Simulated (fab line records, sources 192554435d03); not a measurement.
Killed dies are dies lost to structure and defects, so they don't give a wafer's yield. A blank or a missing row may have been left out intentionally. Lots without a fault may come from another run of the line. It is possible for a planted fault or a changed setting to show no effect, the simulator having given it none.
Matching of chambers ; flow n5 finfet ; 4 sister chambers for N5_BEOL_M5_VIA_ETCH_34 on rie diel-01
The step etches SiCOH lowk in C4F6/O2, target depth 88.3 nm, time 39.2 s. 8 wafers are shown with their chamber, then 8 later ones without.

== WAFERS PAIRED WITH THEIR CHAMBERS ==
wafer;chamber;rf vpp V (V);showerhead plenum p Torr (Torr)
L764.6;1;675;2.82
L765.2;1;675;2.82
L765.4;2;678;2.82
L768.4;0;644;2.88
L772.2;3;675;2.70
L772.4;0;643;2.88
L772.5;3;676;2.70
L781.2;2;678;2.81

== WAFERS WHOSE CHAMBER IS MISSING ==
wafer;rf vpp V (V);showerhead plenum p Torr (Torr)
L781.4;644;2.87
L781.5;677;2.80
L780.1;644;2.87
L780.2;676;2.69
L780.4;679;2.81
L779.2;674;2.69
L779.3;644;2.87
L779.4;675;2.80

== WHICH CHAMBER EACH ONE RAN IN ==
wafer;from the rows above;in truth
L781.4;0;0
L781.5;2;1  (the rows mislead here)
L780.1;0;0
L780.2;3;3
L780.4;2;2
L779.2;3;3
L779.3;0;0
L779.4;can't be placed: 1 or 2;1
Correct placement for 6 of the 8. Not placeable from these rows: 1 (in 1, the candidates include the true chamber). 1 placed wrongly.
How it was worked out, from the rows above alone: a wafer's distance from a chamber is the root of the sum, over the readings, of the square of ((its reading less the chamber's mean) divided by the reading's scatter). The wafer belongs to the nearest chamber; if the next one is less than 2 further off, it can't be placed. Each chamber's mean is taken over the wafers shown for it. The scatter: the root of (the sum of the squares of (reading less its chamber's mean) over the shown wafers, divided by (wafers less chambers)).
